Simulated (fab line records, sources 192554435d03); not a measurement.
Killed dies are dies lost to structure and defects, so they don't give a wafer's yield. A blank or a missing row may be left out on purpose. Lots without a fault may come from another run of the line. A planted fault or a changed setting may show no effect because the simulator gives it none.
Chamber matching | flow n5_finfet | N5_BEOL_M3_DEP_57 on pecvd-03: 3 sister chambers
The step deposits SiCN from 3MS/NH3, target thk 8 nm, time 14 s. 6 wafers are shown with their chamber, then 7 later ones without.

WAFERS WITH THEIR CHAMBER
wafer  | chamber | throttle_valve_pct (%) | rf_fwd_power_W (W)
L078.1 | 2       | 9.4                    | 199.2
L078.4 | 2       | 9.6                    | 198.5
L082.5 | 1       | 8.9                    | 198.2
L082.6 | 0       | 9.5                    | 200.0
L086.1 | 1       | 8.7                    | 199.6
L086.4 | 0       | 9.2                    | 200.0

WAFERS WITHOUT THEIR CHAMBER
wafer  | throttle_valve_pct (%) | rf_fwd_power_W (W)
L086.5 | 9.7                    | 200.2
L094.2 | 9.0                    | 198.8
L094.4 | 8.6                    | 198.8
L094.5 | 8.7                    | 198.1
L096.2 | 9.6                    | 200.1
L096.4 | 9.5                    | 200.2
L096.6 | 9.1                    | 197.4

WHICH CHAMBER EACH WENT THROUGH
wafer  | from the rows above          | in truth
L086.5 | can't be placed: 0 or 2      | 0
L094.2 | can't be placed: 1 or 0 or 2 | 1
L094.4 | 1                            | 1
L094.5 | 1                            | 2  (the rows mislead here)
L096.2 | can't be placed: 0 or 2      | 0
L096.4 | can't be placed: 0 or 2      | 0
L096.6 | can't be placed: 1 or 2 or 0 | 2
Placed correctly: 1 of 7. Can't be placed from these rows: 5 (the true chamber is among the candidates in 5). Placed wrongly: 1.
How it was worked out, from the rows above alone: a wafer's distance from a chamber is the root of the sum, over the readings, of the square of ((its reading less the chamber's mean) divided by the reading's scatter). The wafer belongs to the nearest chamber; if the next one is less than 2 further off, it can't be placed. A chamber's mean is the mean of its shown wafers. The scatter: the root of (the sum of the squares of (reading less its chamber's mean) over the shown wafers, divided by (wafers less chambers)).
